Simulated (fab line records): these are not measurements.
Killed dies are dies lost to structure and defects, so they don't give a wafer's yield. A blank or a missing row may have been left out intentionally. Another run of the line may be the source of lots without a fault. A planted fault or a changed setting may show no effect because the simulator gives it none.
What tool caused it? ; flow n5 finfet ; 8 lots with 22 wafers sampled at 7 steps, on a route of 1938 steps

WHAT EACH GAUGE READ, for each wafer
N5_BEOL_M4_RC_MEAS_101. Usual: DIBL_N 36.3 mV/V, standard deviation 1.6; DIBL_P 36.5 mV/V, standard deviation 1.6; IOFF_N 0.163 nA/um, standard deviation 0.026; IOFF_P 0.22 nA/um, standard deviation 0.033; ION_N 676 uA/um, standard deviation 9.9; ION_P 464 uA/um, standard deviation 6.5; SS_N 71.5 mV/dec, standard deviation 0.5; SS_P 73.3 mV/dec, standard deviation 0.64; VT_N 249.3 mV, standard deviation 2.9; VT_P -250 mV, standard deviation 3.2.
lot;measured;on;DIBL_N (mV/V);DIBL_P (mV/V);IOFF_N (nA/um);IOFF_P (nA/um);ION_N (uA/um);ION_P (uA/um);SS_N (mV/dec);SS_P (mV/dec);VT_N (mV);VT_P (mV);flag
L239;day 8 10:20;prober-02;32.9 35.1 33.6;32.6 35.7 34.0;0.114 0.150 0.129;0.14 0.19 0.16;671 669 661;458 462 452;70.9 71.1 71.8;72.6 74.1 72.5;255.4 249.7 252.2;-259 -252 -254;
L240;day 9 01:08;prober-01;37.5 38.1 38.2;36.8 38.0 38.0;0.167 0.175 0.187;0.23 0.25 0.26;666 671 680;457 462 468;71.6 71.3 72.5;74.2 73.7 74.3;248.8 248.0 248.9;-249 -244 -246;
L243;day 9 14:32;prober-01;36.8 37.4 37.0;37.1 37.5 37.0;0.165 0.176 0.153;0.22 0.24 0.22;687 699 674;468 479 462;71.1 71.5 71.9;72.8 73.6 73.2;247.6 247.3 249.2;-248 -248 -251;
L250;day 11 17:46;prober-01;35.7 33.8 35.4;35.7 33.9 36.0;0.159 0.133 0.158;0.22 0.20 0.23;679 664 672;465 467 460;71.2 70.5 71.8;73.0 72.6 73.0;248.4 249.7 250.1;-249 -249 -248;
L252;day 11 22:40;prober-02;34.6 34.3 36.5;35.7 35.6 38.5;0.129 0.123 0.157;0.19 0.19 0.22;658 671 670;457 467 464;71.6 71.3 71.7;72.6 72.8 72.6;253.8 253.7 250.7;-253 -250 -250;
L257;day 12 19:23;prober-01;37.0;35.2;0.155;0.20;674;466;72.0;72.9;251.6;-248;
L261;day 14 04:17;prober-01;36.0 34.9 35.7;37.1 35.2 36.3;0.169 0.145 0.164;0.22 0.19 0.22;669 662 672;465 456 462;71.8 71.6 71.7;73.4 73.5 73.8;249.5 252.3 250.3;-250 -251 -248;
L262;day 14 08:29;prober-01;36.3 36.5 38.5;35.8 35.5 39.0;0.173 0.165 0.217;0.24 0.23 0.30;681 671 696;463 462 473;71.5 72.0 72.0;73.2 74.0 74.1;246.1 247.7 243.8;-246 -246 -245;

N5_BEOL_M7_OCD_MEAS_38. Usual: trench depth nm at 93.5 nm, with a standard deviation of 1.3.
lot;measured;on;trench depth nm (nm);flag
L239;day 9 17:55;ocd-01;93.1 94.4 93.4;
L240;day 10 04:41;ocd-01;94.5 91.1 92.1;
L243;day 10 19:39;ocd-01;91.6 91.8 92.7;
L250;day 12 22:29;ocd-01;92.2 95.7 96.1;
L252;day 13 01:34;ocd-01;92.7 94.8 93.4;
L257;day 14 03:53;ocd-02;-;OFF
L261;day 15 07:03;ocd-01;94.1 92.8 92.9;
L262;day 15 11:01;ocd-02;93.0 93.9 93.7;

N5_BEOL_M7_CD_MEAS_35 targets a cd of 40 nm. Usual: cd nm at 39.9 nm, with a standard deviation of 0.43.
lot;measured;on;cd nm (nm);flag
L239;day 9 18:04;cd sem-03;40.2 40.3 40.4;
L240;day 10 04:50;cd sem-03;40.6 40.1 39.5;
L243;day 10 19:48;cd sem-02;39.6 39.5 39.7;
L250;day 12 22:38;cd sem-02;39.6 39.4 39.8;
L252;day 13 01:44;cd sem-03;39.9 40.5 40.1;
L257;day 14 04:02;cd sem-01;-;OFF
L261;day 15 07:13;cd sem-01;39.7 40.5 40.5;
L262;day 15 11:11;cd sem-02;39.7 40.0 39.8;

WHICH TOOL RAN EACH LOT (tool, then ch and the chambers of the sampled wafers, then the start)
lot;N5_BEOL_M7_HM_DEP_02;N5_BEOL_M7_ETCH_65;N5_BEOL_M7_ETCH_66;N5_BEOL_M7_VIA_ETCH_34
L239;pvd sputter-01, day 9 15:07;rie diel-02 ch 0,1,2, day 9 17:32;rie diel-02 ch 0,1,2, day 9 17:34;rie diel-02 ch 0,1,2, day 9 17:40
L240;pvd sputter-02, day 10 02:51;rie diel-02 ch 1,3, day 10 04:19;rie diel-02 ch 1,3, day 10 04:20;rie diel-02 ch 1,3, day 10 04:26
L243;pvd sputter-01, day 10 14:54;rie diel-02 ch 2,3, day 10 19:07;rie diel-02 ch 2,3, day 10 19:11;rie diel-02 ch 2,3, day 10 19:19
L250;pvd sputter-02, day 12 19:30;rie diel-06 ch 2,3, day 12 22:07;rie diel-06 ch 2,3, day 12 22:08;rie diel-06 ch 2,3, day 12 22:14
L252;pvd sputter-03, day 12 22:52;rie diel-06 ch 0,1, day 13 01:11;rie diel-06 ch 0,1, day 13 01:13;rie diel-06 ch 0,1, day 13 01:19
L257;pvd sputter-01, day 14 00:01;rie diel-06 ch 0, day 14 03:31;rie diel-06 ch 0, day 14 03:34;rie diel-06 ch 0, day 14 03:39
L261;pvd sputter-02, day 15 03:22;rie diel-06 ch 0,1, day 15 06:41;rie diel-06 ch 0,1, day 15 06:42;rie diel-06 ch 0,1, day 15 06:48
L262;pvd sputter-02, day 15 07:32;rie diel-05 ch 0,3, day 15 10:39;rie diel-05 ch 0,3, day 15 10:40;rie diel-05 ch 0,3, day 15 10:46
- N5_BEOL_M7_HM_DEP_02: deposits TiN, target thk 20 nm.
- N5_BEOL_M7_ETCH_65: etches SiARC in CF4, target depth 15.6 nm, time 26 s.
- N5_BEOL_M7_ETCH_66: etches SOC in N2/H2, target depth 80 nm, overetch 16 nm, time 120 s.
- N5_BEOL_M7_VIA_ETCH_34: etches SiCOH lowk in C4F6/O2, target depth 125.5 nm, time 50.5 s.

WHAT THE TOOLS THEMSELVES READ (means of the sampled wafers that have a number; where no wafer has one, the mark that the record gives instead)
N5_BEOL_M7_HM_DEP_02. Usual: throttle valve pct at 30.0 %, with a standard deviation of 1.
lot;tool;throttle valve pct (%);flag
L239;pvd sputter-01;30.7;
L240;pvd sputter-02;30.4;
L243;pvd sputter-01;29.9;
L250;pvd sputter-02;29.7;
L252;pvd sputter-03;30.1;
L257;pvd sputter-01;29.7;
L261;pvd sputter-02;30.8;
L262;pvd sputter-02;29.1;

N5_BEOL_M7_ETCH_65. Usual: chamber pressure mTorr 40.00 mTorr (standard deviation 0.034); drypump motor current A 5.7 A (standard deviation 0.34); etch rf on time s 25.9 s (standard deviation 0.31); oes product au 0.67 a.u. (standard deviation 0.061); rf vpp V 183.9 V (standard deviation 1.4); showerhead plenum p Torr 2.13 Torr (standard deviation 0.083); throttle valve pct 15.66 % (standard deviation 0.23).
lot;tool;chamber pressure mTorr (mTorr);drypump motor current A (A);etch rf on time s (s);oes product au (a.u.);rf vpp V (V);showerhead plenum p Torr (Torr);throttle valve pct (%);flag
L239;rie diel-02;40.02;5.7;25.8;0.64;185.1;2.16;15.71;
L240;rie diel-02;40.00;6.0;26.0;0.65;184.1;2.20;15.89;
L243;rie diel-02;40.04;5.5;25.9;0.65;183.8;2.08;15.60;
L250;rie diel-06;40.00;5.5;25.8;0.72;184.8;2.20;15.51;
L252;rie diel-06;40.02;5.8;26.0;0.66;184.9;2.15;15.83;
L257;rie diel-06;40.02;5.7;26.2;0.66;186.1;2.23;15.72;
L261;rie diel-06;40.00;5.8;25.9;0.64;184.3;2.15;15.86;
L262;rie diel-05;40.03;6.0;25.8;0.64;183.8;2.12;15.65;

N5_BEOL_M7_ETCH_66. Usual: chamber pressure mTorr 29.999 mTorr, standard deviation 0.025; drypump motor current A 5.7 A, standard deviation 0.34; oes product au 0.60 a.u., standard deviation 0.052; rf vpp V 523.6 V, standard deviation 2.9; showerhead plenum p Torr 2.53 Torr, standard deviation 0.1; throttle valve pct 17.84 %, standard deviation 0.25.
lot;tool;chamber pressure mTorr (mTorr);drypump motor current A (A);oes product au (a.u.);rf vpp V (V);showerhead plenum p Torr (Torr);throttle valve pct (%);flag
L239;rie diel-02;29.996;5.7;0.58;525.0;2.58;17.89;
L240;rie diel-02;30.008;6.1;0.59;526.1;2.63;18.10;
L243;rie diel-02;30.043;5.5;0.58;522.0;2.48;17.74;
L250;rie diel-06;30.010;5.5;0.63;525.4;2.60;17.65;
L252;rie diel-06;29.999;5.8;0.58;524.4;2.55;18.08;
L257;rie diel-06;29.961;5.7;0.59;527.7;2.66;18.01;
L261;rie diel-06;30.002;5.8;0.58;523.8;2.55;18.11;
L262;rie diel-05;29.995;6.0;0.57;523.0;2.50;17.88;

N5_BEOL_M7_VIA_ETCH_34. Usual: chamber pressure mTorr 30.000 mTorr (standard deviation 0.029); drypump motor current A 5.7 A (standard deviation 0.34); oes_f_703_au 0.78 a.u. (standard deviation 0.065); oes product au 0.78 a.u. (standard deviation 0.072); rf vpp V 664 V (standard deviation 5.7); showerhead plenum p Torr 2.83 Torr (standard deviation 0.11); throttle valve pct 20.93 % (standard deviation 0.23).
lot;tool;chamber pressure mTorr (mTorr);drypump motor current A (A);oes_f_703_au (a.u.);oes product au (a.u.);rf vpp V (V);showerhead plenum p Torr (Torr);throttle valve pct (%);flag
L239;rie diel-02;30.003;5.8;0.76;0.75;664;2.88;20.98;
L240;rie diel-02;29.990;6.0;0.77;0.76;669;2.93;21.15;
L243;rie diel-02;29.987;5.5;0.75;0.76;665;2.77;20.85;
L250;rie diel-06;30.002;5.5;0.83;0.84;666;2.92;20.78;
L252;rie diel-06;29.998;5.8;0.77;0.77;666;2.85;21.11;
L257;rie diel-06;30.037;5.7;0.78;0.29;662;2.96;20.85;OFF
L261;rie diel-06;30.014;5.8;0.76;0.75;665;2.85;21.13;
L262;rie diel-05;29.999;6.0;0.74;0.74;664;2.81;20.96;

THE ANSWER, worked out from the rows above alone
Rule: take the mean of a lot's wafers that have a number; if it is more than 3 standard deviations from the usual mean, the lot is off. Also off: a lot with no number at a reading for which 4 or more lots have one. Where the step has rows for the other lots, those lots are counted as sound. The gauges are gone through in route order, then the tools' own readings, and for those a lot's mean is taken as printed above. At the first step where some lot is off, the reading lying furthest off is the one used; lots without a number count as furthest.
Off: L257 (N5_BEOL_M7_OCD_MEAS_38, trench depth nm). Without a number there: L257.
A tool fits if, at a process step before that reading, it ran every lot that is off, and no sound lot after the first of them. Not tried: the gauges at N5_BEOL_M7_OCD_MEAS_38; whatever is off there is also off at N5_BEOL_M7_CD_MEAS_35, on other tools, and gauge error can't account for it. One fits: pvd sputter-01 at N5_BEOL_M7_HM_DEP_02. A fault onset in the window from L243 (day 10 14:54, its last sound lot) to L257 (day 14 00:01, its first lot off) fits.

WHAT THE SIMULATOR PUT IN
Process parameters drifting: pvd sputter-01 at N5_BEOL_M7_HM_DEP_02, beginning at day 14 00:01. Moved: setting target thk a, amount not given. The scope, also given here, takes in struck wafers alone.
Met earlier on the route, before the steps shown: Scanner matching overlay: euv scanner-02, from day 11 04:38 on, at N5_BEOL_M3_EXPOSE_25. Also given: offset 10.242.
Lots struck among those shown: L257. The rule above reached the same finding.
